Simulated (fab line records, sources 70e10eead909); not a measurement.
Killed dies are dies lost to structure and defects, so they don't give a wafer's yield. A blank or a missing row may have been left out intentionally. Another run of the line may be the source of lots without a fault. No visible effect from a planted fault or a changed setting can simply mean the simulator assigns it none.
fab line records ; flow nand-harc
[record] lots = 6; wafers = 16; last-day = 32
route steps=1302 shown A_CHANNEL_HOLE_D1@455
lots that met no fault: taken from a fault-free run of the same line
start-h: start of the lot's first displayed wafer, in hours after the record's first day ; wait-h: hours since the lot's step before ; " unchanged from the row above ; L1.1+2: several wafers, shown together as one row ; - either no value or no given start ; * or withheld: withheld ; < > ~ a bound
route shown NAME@n: NAME is a module with steps in the file, n the number in the route of the first one ; usual: the fault-free wafers' mean and standard deviation ; same: alike in all rows ; chamber/n: place in a boat ; sites: the reading at each site ; _std_site: standard deviation across them ; _edge_site: the outer-site mean with the inner-site mean subtracted ; radius-mm: for every site, how far away it sits from the centre of the wafer ; mask NAME#n: copy n ; behind: the last tool/chamber to shape the wafer ; hold: what put the lot on hold/how long, in hours/how the hold closed ; device: whichever transistor did not switch (one of n, p or np) ; end of line: tests run on the same wafers once the route is complete ; a step with no rows: only its recipe ; killed: not the wafer's yield, but the dies lost to structure and defects at the first sort ; map: a wafer's dies, marking killed ones x, the rest . and places with no die _
set.NAME: the setting that was run; set.NAME@STEP: the one run at that earlier step ; model.NAME: the simulator's own value behind a step, which no gauge read
certain route steps with their lots: each step a table, each wafer a row
services: a tool's chamber out of use, with start hour (start-h, from the record's first day; less than 0 if before it), hours out, and reason
[[steps]]
[step NHARC_A_CHANNEL_HOLE_D1_COAT_37]
[recipe] temp-c = 225; time-s = 65
[step NHARC_A_CHANNEL_HOLE_D1_COAT_04]
[recipe] spin-rpm = 1500; resist-thk-nm = 90
[step NHARC_A_CHANNEL_HOLE_D1_SOFTBAKE_05]
[recipe] temp-c = 105; time-s = 55
[step NHARC_A_CHANNEL_HOLE_D1_EBR_06]
[step NHARC_A_CHANNEL_HOLE_D1_EXPOSE_07]
[recipe] na = 1.35; target-cd-nm = 100; sigma-outer = 0.3; dose-mj = 59.65; mask-id = HOLE_D1
[step NHARC_A_CHANNEL_HOLE_D1_PEB_08]
[recipe] peb-temp-c = 100; peb-time-s = 65
[step NHARC_A_CHANNEL_HOLE_D1_DEVELOP_09]
[recipe] develop-time-s = 35; dev-temp-c = 23
[step NHARC_A_CHANNEL_HOLE_D1_CD_MEAS_10]
[recipe] target-cd-nm = 100; landing-energy-ev = 500
[usual] cd-nm = 100.2/0.48
lot.wafer;tool;chamber;start-h;wait-h;cd-nm
L286.2;cd-sem-03;0;208.23;-;99.9
L286.3;cd-sem-03;0;208.23;-;99.3
L286.5;cd-sem-03;0;208.23;-;99.8
L287.2;cd-sem-03;0;208.38;-;100.2
L287.4;cd-sem-03;0;208.38;-;100.7
L287.6;cd-sem-03;0;208.38;-;100.4
L290.1;cd-sem-03;0;254.50;-;100.2
L290.3;cd-sem-03;0;254.50;-;100.8
L290.6;cd-sem-03;0;254.50;-;100.4
L300.2;cd-sem-01;0;353.48;-;99.7
L300.6;cd-sem-01;0;353.48;-;99.9
L301.2;cd-sem-02;0;353.63;-;100.7
L301.3;cd-sem-02;0;353.63;-;100.9
L305.1;cd-sem-02;0;397.20;-;99.8
L305.3;cd-sem-02;0;397.20;-;100.2
L305.6;cd-sem-02;0;397.20;-;99.7
[step NHARC_A_CHANNEL_HOLE_D1_OVL_MEAS_11]
[usual] overlay-x-nm = -0.2/0.91; overlay-y-nm = 0.0/0.9
lot.wafer;tool;chamber;start-h;wait-h;overlay-x-nm;overlay-y-nm
L286.2;overlay-01;-;208.32;-;-1.1;-0.3
L286.3;overlay-01;-;208.32;-;-0.7;-0.4
L286.5;overlay-01;-;208.32;-;-1.2;-0.8
L287.2;overlay-02;-;208.47;-;0.0;0.7
L287.4;overlay-02;-;208.47;-;-0.8;1.0
L287.6;overlay-02;-;208.47;-;0.4;0.3
L290.1;overlay-01;-;254.59;-;0.1;0.9
L290.3;overlay-01;-;254.59;-;-0.5;0.6
L290.6;overlay-01;-;254.59;-;-0.4;0.7
L300.2;overlay-01;-;353.57;-;-1.3;0.0
L300.6;overlay-01;-;353.57;-;-1.2;0.1
L301.2;overlay-02;-;353.72;-;0.6;-1.5
L301.3;overlay-02;-;353.72;-;1.2;-1.0
L305.1;overlay-01;-;397.29;-;0.1;1.2
L305.3;overlay-01;-;397.29;-;0.1;1.1
L305.6;overlay-01;-;397.29;-;0.2;1.0
[step NHARC_A_CHANNEL_HOLE_D1_INSPECT_12]
[usual] raw-defect-count = 6/3.2
lot.wafer;tool;chamber;start-h;wait-h;raw-defect-count
L286.2;defect-inspect-01;-;208.35;0.0;9
L286.3;defect-inspect-01;-;208.35;0.0;2
L286.5;defect-inspect-01;-;208.35;0.0;5
L287.2;defect-inspect-01;-;208.50;0.0;3
L287.4;defect-inspect-01;-;208.50;0.0;4
L287.6;defect-inspect-01;-;208.50;0.0;3
L290.1;defect-inspect-01;-;254.63;0.0;7
L290.3;defect-inspect-01;-;254.63;0.0;2
L290.6;defect-inspect-01;-;254.63;0.0;7
L300.2;defect-inspect-01;-;353.60;0.0;14
L300.6;defect-inspect-01;-;353.60;0.0;7
L301.2;defect-inspect-02;-;353.76;0.0;7
L301.3;defect-inspect-02;-;353.76;0.0;6
L305.1;defect-inspect-01;-;397.32;0.0;6
L305.3;defect-inspect-01;-;397.32;0.0;3
L305.6;defect-inspect-01;-;397.32;0.0;6
[step NHARC_A_CHANNEL_HOLE_D1_DESCUM_15]
[recipe] time-s = 3; o2-flow-sccm = 200; ar-flow-sccm = 0; bias-power-w = 0; chemistry = O2
[usual] drypump-motor-current-A = 5.8/0.31; oes-product-au = 0.998/0.0089; rf-vpp-V = 57.8/0.89; showerhead-plenum-p-Torr = 1.91/0.064; throttle-valve-pct = 11.311/0.0098
[same] bias-power-w = 0; time-s = 3
lot.wafer;tool;chamber;start-h;wait-h;drypump-motor-current-A;oes-product-au;rf-hours-counter-h;rf-vpp-V;showerhead-plenum-p-Torr;throttle-valve-pct
L286.3;rie-diel-13;1;208.41;0.1;5.6;1.003;4;57.6;1.84;11.317
L286.2;rie-diel-13;3;208.41;0.1;5.7;0.993;3;56.8;1.89;11.315
L286.5;rie-diel-13;1;208.41;0.1;5.6;0.997;-;58.1;1.84;11.322
L287.2;rie-diel-13;1;208.59;0.1;5.6;1.008;4;56.6;1.84;11.311
L287.4;rie-diel-13;2;208.59;0.1;5.8;0.989;-;58.1;1.98;11.313
L287.6;rie-diel-13;3;208.59;0.1;5.6;0.980;-;58.8;1.89;11.305
L290.3;rie-diel-13;0;254.69;0.1;6.0;1.001;4;56.4;1.97;11.293
L290.1;rie-diel-13;1;254.69;0.1;5.6;1.013;9;57.4;1.84;11.303
L290.6;rie-diel-13;0;254.69;0.1;6.0;0.995;-;57.4;1.97;11.307
L300.2;rie-diel-13;2;353.69;0.1;5.7;0.990;0;57.4;1.98;11.299
L300.6;rie-diel-13;0;353.69;0.1;6.0;0.991;-;58.8;1.96;11.325
L301.2;rie-diel-13;1;353.83;0.1;5.6;0.981;0;56.0;1.84;11.285
L301.3;rie-diel-13;2;353.83;0.1;5.8;1.005;0;57.6;1.98;11.304
L305.1;rie-diel-05;1;397.38;0.1;6.2;0.992;49;58.9;1.99;11.321
L305.3;rie-diel-05;3;397.38;0.1;5.2;0.986;40;56.8;1.93;11.307
L305.6;rie-diel-05;1;397.38;0.1;6.2;0.989;-;56.9;1.99;11.323
[step NHARC_A_CHANNEL_HOLE_D1_ETCH_38]
[recipe] target-depth-a = 390; over-etch-frac = 0.3; time-s = 65; ion-energy-ev = 80; cf4-flow-sccm = 150; ar-flow-sccm = 0; rf-w = 300; bias-w = 100; chemistry = CF4
[usual] drypump-motor-current-A = 5.8/0.32; oes-product-au = 0.998/0.0082; rf-vpp-V = 151.3/1; run-length-s = 86.4/0.52; showerhead-plenum-p-Torr = 1.77/0.054; throttle-valve-pct = 13.284/0.0089
[same] time-s = 65
lot.wafer;tool;chamber;start-h;wait-h;drypump-motor-current-A;oes-product-au;rf-hours-counter-h;rf-vpp-V;run-length-s;showerhead-plenum-p-Torr;throttle-valve-pct
L286.3;rie-diel-13;2;208.51;0.1;5.8;1.001;4;153.1;86.2;1.83;13.281
L286.2;rie-diel-13;1;208.51;0.1;5.6;0.998;4;150.3;85.6;1.71;13.281
L286.5;rie-diel-13;2;208.51;0.1;5.8;1.002;-;153.5;85.9;1.83;13.294
L287.2;rie-diel-13;2;208.83;0.2;5.8;0.989;4;153.0;85.9;1.83;13.279
L287.4;rie-diel-13;2;208.83;0.2;5.8;0.990;-;152.6;86.0;1.83;13.276
L287.6;rie-diel-13;3;208.83;0.2;5.6;0.992;-;150.5;86.6;1.75;13.290
L290.1;rie-diel-13;0;254.78;0.1;6.0;0.995;4;151.6;86.5;1.82;13.282
L290.3;rie-diel-13;2;254.78;0.1;5.8;1.006;9;151.5;86.1;1.82;13.272
L290.6;rie-diel-13;1;254.78;0.1;5.6;0.998;-;152.0;85.5;1.71;13.283
L300.2;rie-diel-13;2;353.76;0.1;5.8;0.993;0;151.7;86.2;1.82;13.288
L300.6;rie-diel-13;1;353.76;0.1;5.6;1.002;-;150.1;85.4;1.71;13.284
L301.2;rie-diel-13;3;354.02;0.2;5.7;0.980;0;150.0;86.6;1.75;13.287
L301.3;rie-diel-13;1;354.02;0.2;5.6;0.980;0;150.8;85.5;1.70;13.289
L305.1;rie-diel-05;2;397.52;0.1;5.8;1.006;44;151.7;86.4;1.72;13.279
L305.3;rie-diel-05;0;397.52;0.1;6.7;0.999;45;149.2;86.2;1.65;13.287
L305.6;rie-diel-05;3;397.52;0.1;5.2;0.993;-;151.6;87.3;1.78;13.272
[step NHARC_A_CHANNEL_HOLE_D1_ETCH_39]
[recipe] target-depth-a = 2600; over-etch-frac = 0.3; time-s = 325; ion-energy-ev = 200; n2-flow-sccm = 150; h2-flow-sccm = 150; ar-flow-sccm = 0; rf-w = 400; bias-w = 150; chemistry = N2/H2
[usual] drypump-motor-current-A = 5.8/0.3; oes-product-au = 0.997/0.0084; rf-vpp-V = 430.7/2; run-length-s = 346.4/0.51; showerhead-plenum-p-Torr = 2.04/0.066; throttle-valve-pct = 14.171/0.0092
lot.wafer;tool;chamber;start-h;wait-h;drypump-motor-current-A;oes-product-au;rf-hours-counter-h;rf-vpp-V;run-length-s;showerhead-plenum-p-Torr;throttle-valve-pct
L286.2;rie-diel-13;1;208.63;-;5.6;1.004;4;429.0;345.3;1.96;14.170
L286.3;rie-diel-13;2;208.63;-;5.8;1.000;4;432.7;346.0;2.11;14.187
L286.5;rie-diel-13;2;208.63;-;5.8;0.997;-;433.4;346.2;2.11;14.169
L287.2;rie-diel-13;1;208.93;-;5.6;0.994;4;426.5;345.3;1.96;14.175
L287.6;rie-diel-13;1;208.93;-;5.6;1.005;-;427.7;345.6;1.96;14.176
L287.4;rie-diel-13;2;208.93;-;5.8;0.992;-;432.6;346.1;2.11;14.170
L290.1;rie-diel-13;2;254.87;-;5.8;1.009;9;432.3;346.6;2.11;14.185
L290.3;rie-diel-13;3;254.87;-;5.7;0.992;8;429.5;346.3;2.02;14.179
L290.6;rie-diel-13;2;254.87;-;5.8;1.013;-;433.6;346.2;2.11;14.168
L300.2;rie-diel-13;2;353.92;-;5.8;0.998;0;433.0;346.1;2.11;14.176
L300.6;rie-diel-13;1;353.92;-;5.6;0.981;-;428.9;264.6;1.96;14.176
L301.2;rie-diel-13;3;354.16;-;5.7;0.994;0;428.4;346.5;2.01;14.167
L301.3;rie-diel-13;0;354.16;-;6.0;1.002;0;431.5;266.4;2.10;14.173
L305.3;rie-diel-05;3;397.64;-;5.2;0.987;40;431.3;346.8;2.06;14.182
L305.1;rie-diel-05;0;397.64;-;6.7;1.007;45;427.6;346.0;1.89;14.170
L305.6;rie-diel-05;3;397.64;-;5.2;1.000;-;430.9;347.1;2.06;14.163
[step NHARC_A_CHANNEL_HOLE_D1_ETCH_34]
[recipe] target-depth-a = 1540; time-s = 77; cf4-flow-sccm = 100; chf3-flow-sccm = 30; ar-flow-sccm = 0; rf-w = 500; bias-w = 200; chemistry = CF4/CHF3
[usual] drypump-motor-current-A = 5.8/0.32; oes-product-au = 0.941/0.022; rf-vpp-V = 370.6/1.9; run-length-s = 98.4/0.53; showerhead-plenum-p-Torr = 1.57/0.05; throttle-valve-pct = 16.803/0.0091
[same] time-s = 77
lot.wafer;tool;chamber;start-h;wait-h;drypump-motor-current-A;oes-product-au;rf-hours-counter-h;rf-vpp-V;run-length-s;showerhead-plenum-p-Torr;throttle-valve-pct
L286.2;rie-diel-13;2;-;-;5.8;0.951;4;372.6;98.8;1.63;16.805
L286.3;rie-diel-13;1;-;-;5.6;0.962;4;368.0;97.3;1.52;16.802
L286.5;rie-diel-13;2;-;-;5.8;0.949;-;370.7;98.6;1.63;16.813
L287.2;rie-diel-13;2;-;-;5.8;0.934;4;371.6;97.9;1.63;16.812
L287.4;rie-diel-13;1;-;-;5.6;0.941;-;368.4;97.4;1.52;16.797
L287.6;rie-diel-13;2;-;-;5.8;0.927;-;372.5;97.9;1.63;16.827
L290.3;rie-diel-13;3;-;-;5.7;0.983;8;369.4;98.7;1.56;16.808
L290.1;rie-diel-13;0;-;-;5.9;0.958;4;372.2;99.0;1.62;16.795
L290.6;rie-diel-13;3;-;-;5.7;0.976;-;372.0;98.4;1.56;16.808
L300.2;rie-diel-13;3;-;-;5.7;0.951;0;369.4;98.4;1.55;16.797
L300.6;rie-diel-13;0;-;-;6.0;0.952;-;371.2;98.8;1.61;16.799
L301.2;rie-diel-13;2;-;-;5.8;0.958;1;373.5;98.1;1.62;16.803
L301.3;rie-diel-13;0;-;-;6.0;0.949;1;370.7;99.2;1.61;16.796
L305.3;rie-diel-05;0;-;-;6.7;0.923;45;366.0;98.1;1.47;16.809
L305.1;rie-diel-05;2;-;-;5.8;0.915;45;370.5;98.2;1.53;16.811
L305.6;rie-diel-05;1;-;-;6.2;0.912;-;372.0;98.2;1.63;16.809
[[services]]
tool;chamber;start-h;hours;kind
rie-diel-13;0;198.50;-;clean
rie-diel-13;1;198.50;-;clean
rie-diel-13;2;198.50;-;clean
rie-diel-13;3;198.50;-;clean
rie-diel-13;0;204.94;32.9;repair
rie-diel-13;1;223.00;-;clean
rie-diel-13;2;223.00;-;clean
rie-diel-13;3;223.00;-;clean
rie-diel-05;-;229.85;9.0;pm
rie-diel-05;-;243.11;18.7;repair
rie-diel-13;0;247.50;-;clean
rie-diel-13;1;247.50;-;clean
rie-diel-13;2;247.50;-;clean
rie-diel-13;3;247.50;-;clean
rie-diel-13;0;272.00;-;clean
rie-diel-13;1;272.00;-;clean
rie-diel-13;2;272.00;-;clean
rie-diel-13;3;272.00;-;clean
rie-diel-13;1;280.76;4.2;repair
rie-diel-13;0;296.50;-;clean
rie-diel-13;1;296.50;-;clean
rie-diel-13;-;314.57;3.4;repair
rie-diel-13;1;318.52;8.0;repair
rie-diel-13;-;342.00;9.0;pm
[[key]]
[first-sign] step = NHARC_A_CHANNEL_HOLE_D1_ETCH_39; reading = run-length-s; direction = down; sigmas = 99+; usual = *; struck = *
effect none on later readings
met-at NHARC_A_CHANNEL_HOLE_D1_ETCH_39
struck-wafers L300.6,L301.3
sort-left-out L300.6,L301.3
tester-left-out L300,L301
onset-between 254.87 353.92
[fault] kind = process-parameter-drift; tool = rie-diel-13; chamber = -; onset-h = 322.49; steps = NHARC_A_CHANNEL_HOLE_D1_ETCH_39; channel = time-s; offset = *; shape = step; end-h = 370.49; scope = struck-wafers-only; acts-in = *; stated = *
// tester-left-out: of these lots the tester's yield and bins aren't shown, on N5 and GAA mostly nor the transistor test; their killed dies are dies lost to structure and defects alone, not to doping, threshold or leakage, so they don't give the yield
// sort-left-out: the simulated sort isn't trusted on such a fault, so these wafers' sort isn't shown, and their yield isn't known
